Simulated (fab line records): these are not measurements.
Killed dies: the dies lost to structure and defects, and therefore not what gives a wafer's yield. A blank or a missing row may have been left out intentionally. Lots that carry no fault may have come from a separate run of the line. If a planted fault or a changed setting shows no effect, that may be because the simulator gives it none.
Matching of chambers :: flow n5_finfet :: N5_BEOL_M4_CO_CAP_55 on cvd_co-01: 3 sister chambers
The step material Co, precursor CCTBA/H2, target thk 2 nm, time 102.1 s. 6 wafers are shown with their chamber, then 12 later ones without.

## WAFERS, EACH WITH ITS CHAMBER
wafer: L083.4
chamber: 2
heater_power_w (W): 230

wafer: L084.2
chamber: 2
heater_power_w (W): 222

wafer: L088.3
chamber: 0
heater_power_w (W): 241

wafer: L088.4
chamber: 1
heater_power_w (W): 204

wafer: L088.5
chamber: 1
heater_power_w (W): 202

wafer: L088.6
chamber: 0
heater_power_w (W): 253

## WAFERS WITH NO CHAMBER GIVEN
wafer: L092.2
heater_power_w (W): 235

wafer: L092.3
heater_power_w (W): 225

wafer: L092.6
heater_power_w (W): 249

wafer: L091.1
heater_power_w (W): 203

wafer: L091.2
heater_power_w (W): 225

wafer: L091.3
heater_power_w (W): 247

wafer: L093.1
heater_power_w (W): 203

wafer: L093.2
heater_power_w (W): 250

wafer: L093.6
heater_power_w (W): 254

wafer: L097.4
heater_power_w (W): 201

wafer: L097.5
heater_power_w (W): 222

wafer: L097.6
heater_power_w (W): 242

## WHICH CHAMBER EACH WENT THROUGH
wafer: L092.2
from the rows above: can't be placed: 2 or 0
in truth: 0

wafer: L092.3
from the rows above: 2
in truth: 2

wafer: L092.6
from the rows above: 0
in truth: 0

wafer: L091.1
from the rows above: 1
in truth: 1

wafer: L091.2
from the rows above: 2
in truth: 2

wafer: L091.3
from the rows above: 0
in truth: 0

wafer: L093.1
from the rows above: 1
in truth: 1

wafer: L093.2
from the rows above: 0
in truth: 0

wafer: L093.6
from the rows above: 0
in truth: 0

wafer: L097.4
from the rows above: 1
in truth: 1

wafer: L097.5
from the rows above: 2
in truth: 2

wafer: L097.6
from the rows above: can't be placed: 0 or 2
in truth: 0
Correct placement for 10 of the 12. Unplaceable from these rows: 2, with the true chamber sitting among the candidates in 2. Wrongly placed: 0.
How it was worked out, from the rows above alone: a wafer's distance from a chamber is the root of the sum, over the readings, of the square of ((its reading less the chamber's mean) divided by the reading's scatter). The wafer belongs to the nearest chamber; if the next one is less than 2 further off, it can't be placed. For every chamber, the mean is computed from those of its wafers that are shown. The scatter: take each reading less its chamber's mean, square it, sum over the shown wafers, divide by the number of wafers less the number of chambers, and take the root.
